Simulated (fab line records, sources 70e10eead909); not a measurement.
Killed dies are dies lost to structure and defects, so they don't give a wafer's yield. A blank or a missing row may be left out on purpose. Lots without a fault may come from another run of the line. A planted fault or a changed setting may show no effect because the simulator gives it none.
Chamber matching | flow nand_harc | NHARC_A_CONTACT_DEP_24 on pecvd-04: 3 sister chambers
The step deposits SiO2, target thk 500 nm. 3 wafers are shown with their chamber, then 7 later ones without.

WAFERS WITH THEIR CHAMBER
wafer  | chamber | heater_power_w (W)
L084.6 | 1       | 691
L091.1 | 2       | 496
L091.4 | 0       | 600

WAFERS WITHOUT THEIR CHAMBER
wafer  | heater_power_w (W)
L091.6 | 507
L094.1 | 503
L094.4 | 379
L094.6 | 553
L097.2 | 561
L097.4 | 595
L097.6 | 504

WHICH CHAMBER EACH WENT THROUGH
wafer  | from the rows above          | in truth
L091.6 | can't be placed: 2 or 0      | 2
L094.1 | can't be placed: 2 or 0      | 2
L094.4 | 2                            | 2
L094.6 | can't be placed: 0 or 2 or 1 | 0
L097.2 | can't be placed: 0 or 2 or 1 | 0
L097.4 | can't be placed: 0 or 1 or 2 | 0
L097.6 | can't be placed: 2 or 0      | 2
Placed correctly: 1 of 7. Can't be placed from these rows: 6 (the true chamber is among the candidates in 6). Placed wrongly: 0.
How it was worked out, from the rows above alone: a wafer's distance from a chamber is the root of the sum, over the readings, of the square of ((its reading less the chamber's mean) divided by the reading's scatter). The wafer belongs to the nearest chamber; if the next one is less than 2 further off, it can't be placed. A chamber's mean is the mean of its shown wafers. The scatter: with one shown wafer a chamber, the root of the mean of the squares of how far each hidden wafer lies from its nearest shown one.
